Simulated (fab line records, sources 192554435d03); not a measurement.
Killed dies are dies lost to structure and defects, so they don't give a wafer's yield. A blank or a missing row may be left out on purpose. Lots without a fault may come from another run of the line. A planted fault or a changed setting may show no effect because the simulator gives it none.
Chamber matching | flow n5_finfet | N5_BEOL_M7_ETCH_66 on rie_diel-03: 4 sister chambers
The step etches SOC in N2/H2, target depth 80 nm, overetch 16 nm, time 120 s. 16 wafers are shown with their chamber, then 8 later ones without.

WAFERS WITH THEIR CHAMBER
wafer  | chamber | showerhead_plenum_p_Torr (Torr) | rf_vpp_V (V) | throttle_valve_pct (%)
L077.1 | 0       | 2.61                            | 526.7        | 17.86
L077.3 | 3       | 2.35                            | 517.9        | 17.65
L077.5 | 0       | 2.61                            | 525.0        | 17.86
L079.1 | 2       | 2.64                            | 526.7        | 17.68
L079.4 | 1       | 2.63                            | 525.5        | 17.71
L079.6 | 1       | 2.63                            | 527.0        | 17.67
L078.1 | 1       | 2.63                            | 525.9        | 17.72
L078.3 | 2       | 2.64                            | 527.9        | 17.69
L078.6 | 2       | 2.64                            | 526.4        | 17.68
L082.1 | 0       | 2.60                            | 526.4        | 17.86
L082.4 | 3       | 2.35                            | 517.0        | 17.69
L082.6 | 1       | 2.63                            | 527.3        | 17.73
L085.2 | 1       | 2.63                            | 525.9        | 17.71
L085.4 | 1       | 2.63                            | 525.6        | 17.72
L085.6 | 0       | 2.60                            | 525.6        | 17.87
L090.1 | 3       | 2.34                            | 517.5        | 17.71

SIGNATURES (means of the wafers above)
reading                  | chamber 0 | chamber 1 | chamber 2 | chamber 3 | scatter within a chamber
showerhead_plenum_p_Torr | 2.6050    | 2.6300    | 2.6400    | 2.3467    | 0.00373
rf_vpp_V                 | 525.925   | 526.200   | 527.000   | 517.467   | 0.727
throttle_valve_pct       | 17.8625   | 17.7100   | 17.6833   | 17.6833   | 0.0187
Rule: a wafer's distance from a chamber is the root of the sum, over the readings, of the square of ((its reading less the chamber's mean) divided by the reading's scatter). The wafer belongs to the nearest chamber; if the next one is less than 2 further off, it can't be placed. The scatter: the root of (the sum of the squares of (reading less its chamber's mean) over the shown wafers, divided by (wafers less chambers)).

WAFERS WITHOUT THEIR CHAMBER
wafer  | showerhead_plenum_p_Torr (Torr) | rf_vpp_V (V) | throttle_valve_pct (%)
L090.3 | 2.63                            | 525.8        | 17.72
L090.6 | 2.34                            | 519.5        | 17.69
L093.1 | 2.62                            | 527.4        | 17.77
L093.4 | 2.63                            | 525.5        | 17.72
L093.5 | 2.62                            | 525.1        | 17.75
L094.2 | 2.63                            | 527.3        | 17.73
L094.3 | 2.33                            | 518.1        | 17.73
L094.4 | 2.62                            | 526.5        | 17.75

WHICH CHAMBER EACH WENT THROUGH
wafer  | from the rows above     | in truth
L090.3 | 1                       | 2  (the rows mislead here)
L090.6 | 3                       | 3
L093.1 | 1                       | 1
L093.4 | 1                       | 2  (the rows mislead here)
L093.5 | 1                       | 1
L094.2 | can't be placed: 1 or 2 | 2
L094.3 | 3                       | 3
L094.4 | 1                       | 1
Placed correctly: 5 of 8. Can't be placed from these rows: 1 (the true chamber is among the candidates in 1). Placed wrongly: 2.
